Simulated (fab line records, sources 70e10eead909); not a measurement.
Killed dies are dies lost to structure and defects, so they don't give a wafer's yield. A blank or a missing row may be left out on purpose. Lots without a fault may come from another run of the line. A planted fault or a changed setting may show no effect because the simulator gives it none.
Which tool did it? | flow nand_harc | 24 lots, 72 wafers sampled, at 6 steps of a route of 1302

WHAT THE GAUGES READ, wafer by wafer
The record holds no reading of a measuring or inspecting step that can be judged against a usual standard deviation.

WHICH TOOL RAN EACH LOT (tool, then ch and the chambers of the sampled wafers, then the start)
lot  | NHARC_A_CONTACT_ETCH_110           | NHARC_A_CONTACT_STRIP_26                      | NHARC_A_BLC_STRIP_21               | NHARC_A_M0_ETCH_15                            | NHARC_A_M0_PRE_CLEAN_31         | NHARC_A_M1_ETCH_15
L075 | rie_diel-11 ch 0,2,3, day 22 19:14 | rie_diel-11 ch 0,1, day 22 23:21 or earlier   | rie_diel-03 ch 0,1,3, day 22 23:21 | rie_diel-13 ch 0,1, day 23 04:47 or earlier   | pecvd-03 ch 1,2, day 23 04:47   | rie_diel-08 ch 1,2, no start
L074 | rie_diel-07 ch 1,3, day 23 04:00   | rie_diel-07 ch 1,3, day 23 08:06 or earlier   | rie_diel-02 ch 2,3, day 23 08:06   | rie_diel-01 ch 1,3, day 23 13:31 or earlier   | pecvd-02 ch 1,2, day 23 13:31   | rie_diel-10 ch 1,2, no start
L076 | rie_diel-04 ch 0,1,3, day 23 17:38 | rie_diel-04 ch 0,1,3, day 23 21:31 or earlier | rie_diel-12 ch 0,1,2, day 23 21:31 | rie_diel-01 ch 0,2,3, day 24 02:55 or earlier | pecvd-02 ch 1,2, day 24 02:55   | rie_diel-09 ch 0,1,2, no start
L077 | rie_diel-07 ch 0,2, day 24 02:29   | rie_diel-07 ch 0,1,2, day 24 06:33 or earlier | rie_diel-02 ch 1,2, day 24 06:33   | rie_diel-13 ch 0,1,2, day 24 11:59 or earlier | pecvd-03 ch 0,1, day 24 11:59   | rie_diel-10 ch 2,3, no start
L078 | rie_diel-07 ch 0,1, day 24 10:03   | rie_diel-07 ch 0,1, day 24 14:01 or earlier   | rie_diel-03 ch 0,1, day 24 14:01   | rie_diel-05 ch 0,1,2, day 24 19:34 or earlier | pecvd-02 ch 0,1,2, day 24 19:34 | rie_diel-09 ch 0,1,3, no start
L080 | rie_diel-07 ch 0,1,3, day 24 23:29 | rie_diel-07 ch 1,2,3, day 25 03:26 or earlier | rie_diel-12 ch 0,1, day 25 03:26   | rie_diel-13 ch 0,1,3, day 25 08:44 or earlier | pecvd-03 ch 0,1, day 25 08:44   | rie_diel-08 ch 0,3, no start
L079 | rie_diel-07 ch 0,1,2, day 25 02:25 | rie_diel-07 ch 0,1,3, day 25 06:23 or earlier | rie_diel-12 ch 1,2,3, day 25 06:23 | rie_diel-13 ch 0,1,2, day 25 11:44 or earlier | pecvd-03 ch 0,1,2, day 25 11:44 | rie_diel-09 ch 0,1,2, no start
L081 | rie_diel-07 ch 0,1,3, day 25 10:23 | rie_diel-07 ch 0,2,3, day 25 14:58 or earlier | rie_diel-12 ch 1,2,3, day 25 14:58 | rie_diel-05 ch 0,2,3, day 25 20:45 or earlier | pecvd-04 ch 0,1,2, day 25 20:45 | rie_diel-09 ch 0,1,2, no start
L082 | rie_diel-11 ch 1,2, day 26 03:16   | rie_diel-11 ch 0,1, day 26 07:10 or earlier   | rie_diel-12 ch 0,1,2, day 26 07:10 | rie_diel-05 ch 2,3, day 26 12:32 or earlier   | pecvd-04 ch 0,1,2, day 26 12:32 | rie_diel-10 ch 1,3, no start
L086 | rie_diel-07 ch 0,3, day 26 19:20   | rie_diel-07 ch 0,3, day 26 19:26              | rie_diel-03 ch 2,3, day 26 23:30   | rie_diel-13 ch 1,2, day 27 05:04 or earlier   | pecvd-04 ch 0,1,2, day 27 05:04 | rie_diel-08 ch 1,2, no start
L083 | rie_diel-07 ch 0,1, day 26 22:04   | rie_diel-07 ch 0,1, day 26 22:13              | rie_diel-03 ch 0,2,3, day 27 02:14 | rie_diel-13 ch 0,1,2, day 27 07:37 or earlier | pecvd-02 ch 0,1, day 27 07:37   | rie_diel-08 ch 0,2,3, no start
L084 | rie_diel-04 ch 0,2, day 27 09:05   | rie_diel-04 ch 1,2,3, day 27 12:55 or earlier | rie_diel-12 ch 0,3, day 27 12:55   | rie_diel-01 ch 0,2,3, day 27 19:02 or earlier | pecvd-03 ch 1,2, day 27 19:02   | rie_diel-09 ch 0,1,2, no start
L085 | rie_diel-07 ch 0,1,2, day 27 15:36 | rie_diel-07 ch 1,2,3, day 27 19:28 or earlier | rie_diel-02 ch 1,3, day 27 19:28   | rie_diel-13 ch 0,1,3, day 28 01:02 or earlier | pecvd-04 ch 1,2, day 28 01:02   | rie_diel-10 ch 1,2, no start
L087 | rie_diel-04 ch 0,1,2, day 28 04:04 | rie_diel-04 ch 1,2,3, day 28 07:58 or earlier | rie_diel-02 ch 0,1,3, day 28 07:58 | rie_diel-13 ch 0,2,3, day 28 13:23 or earlier | pecvd-03 ch 0,2, day 28 13:23   | rie_diel-08 ch 0,2,3, no start
L089 | rie_diel-11 ch 2,3, day 28 10:04   | rie_diel-11 ch 0,3, day 28 14:07 or earlier   | rie_diel-02 ch 0,1,2, day 28 14:07 | rie_diel-13 ch 0,1, day 28 19:32 or earlier   | pecvd-04 ch 0,2, day 28 19:32   | rie_diel-09 ch 0,1,2, no start
L088 | rie_diel-04 ch 1,2,3, day 28 21:56 | rie_diel-04 ch 0,2,3, day 29 01:59 or earlier | rie_diel-03 ch 0,1,2, day 29 01:59 | rie_diel-05 ch 0,1,2, day 29 07:17 or earlier | pecvd-04 ch 0,2, day 29 07:17   | rie_diel-10 ch 0,3, no start
L090 | rie_diel-07 ch 0,1,3, day 28 23:56 | rie_diel-07 ch 0,1,2, day 29 03:55 or earlier | rie_diel-03 ch 0,1,3, day 29 03:55 | rie_diel-05 ch 1,2,3, day 29 09:14 or earlier | pecvd-04 ch 0,1,2, day 29 09:14 | rie_diel-10 ch 0,1,2, no start
L092 | rie_diel-07 ch 0,2, day 29 16:48   | rie_diel-07 ch 0,3, day 29 20:45 or earlier   | rie_diel-12 ch 0,2,3, day 29 20:45 | rie_diel-05 ch 0,1, day 30 02:30 or earlier   | pecvd-03 ch 0,1,2, day 30 02:30 | rie_diel-10 ch 0,1,3, no start
L091 | rie_diel-07 ch 0,1,2, day 29 20:20 | rie_diel-07 ch 0,1,3, day 30 00:12 or earlier | rie_diel-02 ch 1,2,3, day 30 00:12 | rie_diel-01 ch 0,1,2, day 30 05:43 or earlier | pecvd-02 ch 0,1,2, day 30 05:43 | rie_diel-09 ch 0,1,3, no start
L093 | rie_diel-07 ch 0,1,3, day 30 02:23 | rie_diel-07 ch 0,2,3, day 30 06:16 or earlier | rie_diel-03 ch 0,2, day 30 06:16   | rie_diel-01 ch 0,1,2, day 30 12:02 or earlier | pecvd-03 ch 0,1,2, day 30 12:02 | rie_diel-09 ch 1,2,3, no start
L094 | rie_diel-07 ch 0,1,3, day 30 17:55 | rie_diel-07 ch 0,2,3, day 30 22:04 or earlier | rie_diel-02 ch 1,2,3, day 30 22:04 | rie_diel-05 ch 0, day 31 01:05                | pecvd-02 ch 0,2, day 31 03:29   | rie_diel-09 ch 0,2, no start
L095 | rie_diel-07 ch 0,1,3, day 30 20:05 | rie_diel-07 ch 0,1,3, day 30 23:57 or earlier | rie_diel-03 ch 0,2,3, day 30 23:57 | rie_diel-13 ch 0,2,3, day 31 05:16 or earlier | pecvd-03 ch 0,1,2, day 31 05:16 | rie_diel-09 ch 0,2,3, no start
L096 | rie_diel-07 ch 0,1,2, day 31 10:00 | rie_diel-07 ch 1,2,3, day 31 13:59 or earlier | rie_diel-12 ch 0,2,3, day 31 13:59 | rie_diel-13 ch 1,2,3, day 31 19:26 or earlier | pecvd-04 ch 0,1, day 31 19:26   | rie_diel-10 ch 0,1,3, no start
L097 | rie_diel-07 ch 1,2,3, day 32 18:44 | rie_diel-07 ch 1,2,3, day 32 22:38 or earlier | rie_diel-12 ch 0,1, day 32 22:38   | rie_diel-01 ch 1,2,3, day 33 04:08 or earlier | pecvd-03 ch 0,2, day 33 04:08   | rie_diel-08 ch 0,2,3, no start
- NHARC_A_CONTACT_ETCH_110: etches the open film in CF4/O2, target depth 60 nm, overetch 6 nm, time 33 s.
- NHARC_A_CONTACT_STRIP_26: strips in O2.
- NHARC_A_BLC_STRIP_21: strips in O2.
- NHARC_A_M0_ETCH_15: etches the open film in C4F8/Ar, target depth 150 nm, overetch 15 nm, time 82.5 s.
- NHARC_A_M0_PRE_CLEAN_31: time 12 s.
- NHARC_A_M1_ETCH_15: etches the open film in C4F8/Ar, target depth 182.5 nm, time 91.2 s.

WHAT THE TOOLS THEMSELVES READ (means of the sampled wafers that have a number; where no wafer has one, the mark that the record gives instead)
NHARC_A_CONTACT_ETCH_110. Usual: drypump_motor_current_A 5.5 A, standard deviation 0.44; oes_f_703_au 1.000 a.u., standard deviation 0.0044; oes_product_au 0.996 a.u., standard deviation 0.012; rf_vpp_V 198.4 V, standard deviation 1.2; showerhead_plenum_p_Torr 1.36 Torr, standard deviation 0.049; throttle_valve_pct 13.397 %, standard deviation 0.0093.
lot  | tool        | drypump_motor_current_A (A) | oes_f_703_au (a.u.) | oes_product_au (a.u.) | rf_vpp_V (V) | showerhead_plenum_p_Torr (Torr) | throttle_valve_pct (%) | flag
L075 | rie_diel-11 | 5.5                         | 0.998               | 1.007                 | 196.6        | 1.29                            | 13.388                 |
L074 | rie_diel-07 | 5.9                         | 0.996               | 1.007                 | 198.6        | 1.39                            | 13.402                 |
L076 | rie_diel-04 | 5.6                         | 1.001               | 0.988                 | 200.0        | 1.43                            | 13.390                 |
L077 | rie_diel-07 | 5.2                         | 1.000               | 0.994                 | 198.3        | 1.33                            | 13.399                 |
L078 | rie_diel-07 | 5.4                         | 0.995               | 0.995                 | 199.1        | 1.39                            | 13.386                 |
L080 | rie_diel-07 | 5.5                         | 1.002               | 0.999                 | 199.3        | 1.37                            | 13.400                 |
L079 | rie_diel-07 | 5.3                         | 0.999               | 0.992                 | 198.5        | 1.36                            | 13.402                 |
L081 | rie_diel-07 | 5.5                         | 1.001               | 0.998                 | 199.1        | 1.37                            | 13.396                 |
L082 | rie_diel-11 | 5.8                         | 0.994               | 0.996                 | 196.4        | 1.27                            | 13.397                 |
L086 | rie_diel-07 | 5.1                         | 0.999               | 0.991                 | 198.2        | 1.34                            | 13.394                 |
L083 | rie_diel-07 | 5.1                         | 1.002               | 0.988                 | 197.8        | 1.36                            | 13.394                 |
L084 | rie_diel-04 | 5.5                         | 1.001               | 0.990                 | 198.5        | 1.39                            | 13.403                 |
L085 | rie_diel-07 | 5.3                         | 0.997               | 1.000                 | 198.1        | 1.36                            | 13.395                 |
L087 | rie_diel-04 | 5.6                         | 0.998               | 0.985                 | 198.7        | 1.38                            | 13.398                 |
L089 | rie_diel-11 | 5.4                         | 0.996               | 0.993                 | 197.6        | 1.32                            | 13.403                 |
L088 | rie_diel-04 | 5.5                         | 1.000               | 0.996                 | 199.1        | 1.39                            | 13.402                 |
L090 | rie_diel-07 | 5.5                         | 1.004               | 0.998                 | 198.7        | 1.37                            | 13.396                 |
L092 | rie_diel-07 | 5.0                         | 1.002               | 1.001                 | 197.4        | 1.33                            | 13.398                 |
L091 | rie_diel-07 | 5.3                         | 1.000               | 1.001                 | 197.9        | 1.35                            | 13.402                 |
L093 | rie_diel-07 | 5.5                         | 0.999               | 1.000                 | 198.5        | 1.37                            | 13.394                 |
L094 | rie_diel-07 | 5.4                         | 1.003               | 0.989                 | 199.0        | 1.37                            | 13.396                 |
L095 | rie_diel-07 | 5.5                         | 0.998               | 0.991                 | 198.2        | 1.37                            | 13.392                 |
L096 | rie_diel-07 | 5.3                         | 1.003               | 0.995                 | 198.6        | 1.35                            | 13.392                 |
L097 | rie_diel-07 | 5.7                         | 1.000               | 0.998                 | 198.6        | 1.36                            | 13.396                 |

NHARC_A_CONTACT_STRIP_26. Usual: drypump_motor_current_A 5.5 A, standard deviation 0.44; oes_product_au 0.996 a.u., standard deviation 0.011; rf_vpp_V 57.8 V, standard deviation 0.92; showerhead_plenum_p_Torr 3.59 Torr, standard deviation 0.13; throttle_valve_pct 17.036 %, standard deviation 0.0091.
lot  | tool        | drypump_motor_current_A (A) | oes_product_au (a.u.) | rf_vpp_V (V) | showerhead_plenum_p_Torr (Torr) | throttle_valve_pct (%) | flag
L075 | rie_diel-11 | 5.7                         | 0.997                 | 57.0         | 3.34                            | 17.039                 |
L074 | rie_diel-07 | 5.8                         | 1.009                 | 57.6         | 3.70                            | 17.039                 |
L076 | rie_diel-04 | 5.6                         | 0.986                 | 58.3         | 3.78                            | 17.033                 |
L077 | rie_diel-07 | 5.3                         | 0.987                 | 57.3         | 3.59                            | 17.040                 |
L078 | rie_diel-07 | 5.4                         | 1.000                 | 57.8         | 3.66                            | 17.038                 |
L080 | rie_diel-07 | 5.8                         | 1.003                 | 58.1         | 3.62                            | 17.026                 |
L079 | rie_diel-07 | 5.5                         | 0.996                 | 57.5         | 3.62                            | 17.036                 |
L081 | rie_diel-07 | 5.4                         | 1.003                 | 57.6         | 3.55                            | 17.039                 |
L082 | rie_diel-11 | 6.0                         | 1.005                 | 57.3         | 3.35                            | 17.030                 |
L086 | rie_diel-07 | 5.1                         | 0.994                 | 58.1         | 3.55                            | 17.037                 |
L083 | rie_diel-07 | 5.4                         | 0.988                 | 57.7         | 3.66                            | 17.036                 |
L084 | rie_diel-04 | 5.5                         | 0.984                 | 58.5         | 3.66                            | 17.034                 |
L085 | rie_diel-07 | 5.7                         | 1.000                 | 58.0         | 3.61                            | 17.033                 |
L087 | rie_diel-04 | 5.5                         | 0.993                 | 58.2         | 3.66                            | 17.035                 |
L089 | rie_diel-11 | 5.3                         | 0.993                 | 57.5         | 3.64                            | 17.037                 |
L088 | rie_diel-04 | 5.4                         | 0.993                 | 58.3         | 3.66                            | 17.036                 |
L090 | rie_diel-07 | 5.3                         | 0.994                 | 58.3         | 3.58                            | 17.047                 |
L092 | rie_diel-07 | 5.6                         | 0.987                 | 57.6         | 3.58                            | 17.040                 |
L091 | rie_diel-07 | 5.5                         | 0.991                 | 57.0         | 3.62                            | 17.030                 |
L093 | rie_diel-07 | 5.4                         | 0.994                 | 57.7         | 3.54                            | 17.039                 |
L094 | rie_diel-07 | 5.4                         | 0.983                 | 57.6         | 3.54                            | 17.035                 |
L095 | rie_diel-07 | 5.5                         | 0.996                 | 58.4         | 3.62                            | 17.041                 |
L096 | rie_diel-07 | 5.7                         | 1.000                 | 58.3         | 3.61                            | 17.026                 |
L097 | rie_diel-07 | 5.7                         | 1.003                 | 58.0         | 3.60                            | 17.039                 |

NHARC_A_BLC_STRIP_21. Usual: drypump_motor_current_A 6.0 A, standard deviation 0.44; oes_product_au 1.004 a.u., standard deviation 0.012; rf_vpp_V 57.9 V, standard deviation 0.91; showerhead_plenum_p_Torr 3.53 Torr, standard deviation 0.14; throttle_valve_pct 17.037 %, standard deviation 0.009.
lot  | tool        | drypump_motor_current_A (A) | oes_product_au (a.u.) | rf_vpp_V (V) | showerhead_plenum_p_Torr (Torr) | throttle_valve_pct (%) | flag
L075 | rie_diel-03 | 5.7                         | 0.996                 | 58.2         | 3.58                            | 17.038                 |
L074 | rie_diel-02 | 5.5                         | 1.011                 | 58.0         | 3.51                            | 17.034                 |
L076 | rie_diel-12 | 6.3                         | 1.012                 | 59.0         | 3.55                            | 17.032                 |
L077 | rie_diel-02 | 5.8                         | 1.014                 | 57.9         | 3.37                            | 17.029                 |
L078 | rie_diel-03 | 5.5                         | 1.000                 | 57.6         | 3.62                            | 17.034                 |
L080 | rie_diel-12 | 6.5                         | 0.992                 | 58.1         | 3.61                            | 17.044                 |
L079 | rie_diel-12 | 6.0                         | 1.004                 | 58.6         | 3.57                            | 17.033                 |
L081 | rie_diel-12 | 6.0                         | 1.006                 | 58.2         | 3.57                            | 17.037                 |
L082 | rie_diel-12 | 6.3                         | 0.999                 | 58.0         | 3.55                            | 17.041                 |
L086 | rie_diel-03 | 6.2                         | 1.011                 | 58.4         | 3.72                            | 17.034                 |
L083 | rie_diel-03 | 6.0                         | 1.010                 | 58.5         | 3.70                            | 17.037                 |
L084 | rie_diel-12 | 6.5                         | 1.004                 | 57.6         | 3.44                            | 17.031                 |
L085 | rie_diel-02 | 5.6                         | 1.015                 | 58.3         | 3.45                            | 17.037                 |
L087 | rie_diel-02 | 5.9                         | 1.008                 | 58.0         | 3.41                            | 17.037                 |
L089 | rie_diel-02 | 6.1                         | 1.015                 | 57.2         | 3.39                            | 17.042                 |
L088 | rie_diel-03 | 5.7                         | 1.014                 | 58.6         | 3.62                            | 17.034                 |
L090 | rie_diel-03 | 5.7                         | 1.004                 | 58.1         | 3.56                            | 17.039                 |
L092 | rie_diel-12 | 6.2                         | 1.000                 | 57.4         | 3.46                            | 17.036                 |
L091 | rie_diel-02 | 5.7                         | 1.013                 | 57.9         | 3.43                            | 17.036                 |
L093 | rie_diel-03 | 5.9                         | 1.011                 | 58.6         | 3.75                            | 17.038                 |
L094 | rie_diel-02 | 5.7                         | 1.010                 | 57.3         | 3.43                            | 17.036                 |
L095 | rie_diel-03 | 6.0                         | 1.002                 | 58.2         | 3.68                            | 17.030                 |
L096 | rie_diel-12 | 6.2                         | 0.994                 | 58.0         | 3.46                            | 17.035                 |
L097 | rie_diel-12 | 6.7                         | 0.994                 | 58.7         | 3.51                            | 17.034                 |

NHARC_A_M0_ETCH_15. Usual: oes_product_au 0.947 a.u., standard deviation 0.024; rf_vpp_V 440.6 V, standard deviation 2.1.
lot  | tool        | oes_product_au (a.u.) | rf_vpp_V (V) | flag
L075 | rie_diel-13 | 0.970                 | 440.3        |
L074 | rie_diel-01 | 0.944                 | 439.4        |
L076 | rie_diel-01 | 0.969                 | 439.8        |
L077 | rie_diel-13 | 0.962                 | 439.9        |
L078 | rie_diel-05 | 0.920                 | 442.0        |
L080 | rie_diel-13 | 0.949                 | 441.7        |
L079 | rie_diel-13 | 0.961                 | 440.0        |
L081 | rie_diel-05 | 0.975                 | 441.3        |
L082 | rie_diel-05 | 0.960                 | 440.7        |
L086 | rie_diel-13 | 0.922                 | 438.4        |
L083 | rie_diel-13 | 0.952                 | 439.7        |
L084 | rie_diel-01 | 0.925                 | 440.1        |
L085 | rie_diel-13 | 0.911                 | 442.1        |
L087 | rie_diel-13 | 0.914                 | 441.1        |
L089 | rie_diel-13 | 0.954                 | 442.3        |
L088 | rie_diel-05 | 0.976                 | 441.5        |
L090 | rie_diel-05 | 0.974                 | 441.6        |
L092 | rie_diel-05 | 0.951                 | 441.7        |
L091 | rie_diel-01 | 0.916                 | 440.6        |
L093 | rie_diel-01 | 0.961                 | 441.2        |
L094 | rie_diel-05 | 0.939                 | 441.4        |
L095 | rie_diel-13 | 0.966                 | 441.1        |
L096 | rie_diel-13 | 0.947                 | 439.8        |
L097 | rie_diel-01 | 0.917                 | 440.3        |

NHARC_A_M0_PRE_CLEAN_31. Usual: heater_power_w 625 W, standard deviation 81.
lot  | tool     | heater_power_w (W) | flag
L075 | pecvd-03 | 553                |
L074 | pecvd-02 | 492                |
L076 | pecvd-02 | 513                |
L077 | pecvd-03 | 673                |
L078 | pecvd-02 | 539                |
L080 | pecvd-03 | 673                |
L079 | pecvd-03 | 658                |
L081 | pecvd-04 | 643                |
L082 | pecvd-04 | 645                |
L086 | pecvd-04 | 649                |
L083 | pecvd-02 | 615                |
L084 | pecvd-03 | 625                |
L085 | pecvd-04 | 628                |
L087 | pecvd-03 | 638                |
L089 | pecvd-04 | 718                |
L088 | pecvd-04 | 703                |
L090 | pecvd-04 | 677                |
L092 | pecvd-03 | 666                |
L091 | pecvd-02 | 597                |
L093 | pecvd-03 | 678                |
L094 | pecvd-02 | 496                |
L095 | pecvd-03 | 618                |
L096 | pecvd-04 | 576                |
L097 | pecvd-03 | 658                |

NHARC_A_M1_ETCH_15. Usual: oes_product_au 0.959 a.u., standard deviation 0.021; rf_vpp_V 440.4 V, standard deviation 2.2.
lot  | tool        | oes_product_au (a.u.) | rf_vpp_V (V) | flag
L075 | rie_diel-08 | 0.934                 | 439.0        |
L074 | rie_diel-10 | 0.958                 | 441.0        |
L076 | rie_diel-09 | 0.967                 | 440.3        |
L077 | rie_diel-10 | 0.965                 | 443.1        |
L078 | rie_diel-09 | 0.937                 | 441.2        |
L080 | rie_diel-08 | 0.964                 | 437.7        |
L079 | rie_diel-09 | 0.974                 | 440.4        |
L081 | rie_diel-09 | 0.940                 | 439.3        |
L082 | rie_diel-10 | 0.968                 | 440.5        |
L086 | rie_diel-08 | 0.930                 | 441.1        |
L083 | rie_diel-08 | 0.931                 | 438.7        |
L084 | rie_diel-09 | 0.971                 | 439.7        |
L085 | rie_diel-10 | 0.953                 | 442.8        |
L087 | rie_diel-08 | 0.921                 | 438.1        |
L089 | rie_diel-09 | 0.975                 | 439.0        |
L088 | rie_diel-10 | 0.963                 | 440.4        |
L090 | rie_diel-10 | 0.971                 | 441.3        |
L092 | rie_diel-10 | 0.966                 | 440.1        |
L091 | rie_diel-09 | 0.960                 | 441.1        |
L093 | rie_diel-09 | 0.952                 | 441.8        |
L094 | rie_diel-09 | 0.959                 | 439.8        |
L095 | rie_diel-09 | 0.966                 | 441.5        |
L096 | rie_diel-10 | 0.978                 | 440.0        |
L097 | rie_diel-08 | 0.973                 | 438.9        |

THE ANSWER, worked out from the rows above alone
Rule: a lot is off if the mean of its wafers that have a number lies more than 3 standard deviations from the usual mean. A lot without any number at a reading at which 4 lots or more have one is off too. The other lots that the step has rows for count as sound. The gauges are gone through in route order, then the tools' own readings, and for those a lot's mean is taken as printed above. The first step at which some lot is off is used, and at that step the reading that is off furthest; a lot without a number counts as furthest.
No lot is off at any reading shown: from this, nothing can be told.

WHAT THE SIMULATOR HAD PUT IN
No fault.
